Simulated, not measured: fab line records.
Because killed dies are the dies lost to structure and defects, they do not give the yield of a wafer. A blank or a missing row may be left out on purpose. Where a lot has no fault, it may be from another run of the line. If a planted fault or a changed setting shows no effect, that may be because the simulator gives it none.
Lot-split experiment -- flow n5_finfet -- on a route of 1938 steps: 7 lots, 21 wafers read

## THE SPLIT
At N5_BEOL_M5_DESCUM_16 (chemistry O2, time 7 s), the setting time_s was moved away from the recipe's 7 s on 8 of the 21 wafers read, by -21.4% to +18.4%. This setting was run at the recipe's value on the other wafers.

The reading comes from the split's own step.

## THE READING
CAR-EUV_of_BEOL_M5_COAT_05.thk_nm (the simulator's own value, which no gauge read), in nm, at N5_BEOL_M5_DESCUM_16 (chemistry O2, time 7 s). The file gives no usual value for it. The 13 wafers here that ran the recipe average 26.1 nm, standard deviation 0.1 nm.

wafer,"tool, chamber at the split","time_s as run, s",against the recipe,"CAR-EUV_of_BEOL_M5_COAT_05.thk_nm, nm",against lot-mates on the recipe
L074.4,"rie_diel-02, 2",7,recipe,26.2,-
L074.5,"rie_diel-02, 2",7,recipe,26.2,-
L074.6,"rie_diel-02, 1",5.502,-21.4%,27,+0.8
L075.2,"rie_diel-05, 0",7,recipe,26.2,-
L075.3,"rie_diel-05, 0",5.607,-19.9%,26.8,+0.6
L075.6,"rie_diel-05, 0",5.607,-19.9%,26.8,+0.6
L078.2,"rie_diel-05, 1",7,recipe,26,-
L078.4,"rie_diel-05, 2",7.448,+6.4%,26,-0.1
L078.6,"rie_diel-05, 0",7,recipe,26.2,-
L080.1,"rie_diel-03, 2",7,recipe,26.2,-
L080.4,"rie_diel-03, 0",6.482,-7.4%,26.2,+0.0
L080.5,"rie_diel-03, 0",6.482,-7.4%,26.4,+0.2
L084.3,"rie_diel-03, 2,3,0",7,recipe,26,-
L084.4,"rie_diel-03, 2,3,0",7,recipe,26,-
L084.5,"rie_diel-03, 2,3,0",7,recipe,26,-
L088.1,"rie_diel-05, 3,1",8.291,+18.4%,25.4,-0.6
L088.4,"rie_diel-05, 3,1",8.291,+18.4%,25.4,-0.6
L088.3,"rie_diel-05, 0",7,recipe,26,-
L096.1,"rie_diel-05, 3,0",7,recipe,26,-
L096.2,"rie_diel-05, 3,0",7,recipe,26,-
L096.6,"rie_diel-05, 2",7,recipe,26.2,-
Rows listing several chambers each stand for several wafers; the file does not say which wafer went through which chamber.

THE FIT
A straight line over all 21 wafers: CAR-EUV_of_BEOL_M5_COAT_05.thk_nm changes by -0.0369 nm for each +1% of time_s; r = -0.97; the points scatter about the line by 0.1 nm.
The same after taking each lot's own level away (the mean of its wafers on the recipe; 21 wafers): -0.0315 nm for each +1%; r = -0.97; scatter 0.083 nm.
Per that fit: largest time_s move, reading shift of 0.67 nm.
The lots' own levels span 26.00 to 26.20 nm, that is 2.0 times the standard deviation above.
Thus the slope moves with the lot-to-lot level: the two fits are different.
Check: with one of the wafers moved furthest among these (-21.4%) left out of the fit, the line predicts +0.625 nm for it against its lot-mates. It came out at +0.8 nm against them.

## FURTHER SPLITS ON THESE WAFERS
These wafers also went through other splits before the reading. Each is held against what the fit with the lots' levels taken away leaves over:
other split on the same wafers,wafers away from the commonest value,r with CAR-EUV_of_BEOL_M5_COAT_05.thk_nm (lot level and that fit taken away)
N5_BEOL_M4_EXPOSE_08 dose_mj,5,-0.25
N5_BEOL_M4_DESCUM_33 time_s,10,+0.00
N5_BEOL_M4_TRENCH_ETCH_37 source_w,7,+0.04
N5_BEOL_M5_COAT_71 spin_rpm,7,-0.54

## FILE'S OWN FIT
CAR-EUV_of_BEOL_M5_COAT_05.thk_nm changes by -0.0322 nm for each +1% of time_s, r = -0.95.
